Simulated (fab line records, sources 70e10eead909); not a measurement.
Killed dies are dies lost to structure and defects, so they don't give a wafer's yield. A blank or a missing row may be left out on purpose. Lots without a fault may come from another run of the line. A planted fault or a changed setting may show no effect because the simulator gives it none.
Chamber matching | flow nand_harc | NHARC_A_BONDPAD_STRIP_15 on rie_diel-03: 4 sister chambers
The step strips in O2. 4 wafers are shown with their chamber, then 12 later ones without.

WAFERS WITH THEIR CHAMBER
wafer  | chamber | drypump_motor_current_A (A)
L085.6 | 2       | 6.1
L090.4 | 1       | 5.7
L090.5 | 0       | 5.3
L090.6 | 3       | 6.2

WAFERS WITHOUT THEIR CHAMBER
wafer  | drypump_motor_current_A (A)
L093.1 | 5.7
L093.2 | 5.3
L093.6 | 5.7
L092.2 | 6.1
L092.5 | 5.7
L092.6 | 6.1
L095.1 | 6.1
L095.2 | 6.3
L095.4 | 5.7
L096.2 | 5.7
L096.3 | 6.3
L096.4 | 5.4

WHICH CHAMBER EACH WENT THROUGH
wafer  | from the rows above | in truth
L093.1 | 1                   | 1
L093.2 | 0                   | 0
L093.6 | 1                   | 1
L092.2 | 2                   | 2
L092.5 | 1                   | 1
L092.6 | 2                   | 2
L095.1 | 2                   | 2
L095.2 | 3                   | 3
L095.4 | 1                   | 1
L096.2 | 1                   | 1
L096.3 | 3                   | 3
L096.4 | 0                   | 0
Placed correctly: 12 of 12. Can't be placed from these rows: 0. Placed wrongly: 0.
How it was worked out, from the rows above alone: a wafer's distance from a chamber is the root of the sum, over the readings, of the square of ((its reading less the chamber's mean) divided by the reading's scatter). The wafer belongs to the nearest chamber; if the next one is less than 2 further off, it can't be placed. A chamber's mean is the mean of its shown wafers. The scatter: with one shown wafer a chamber, the root of the mean of the squares of how far each hidden wafer lies from its nearest shown one.
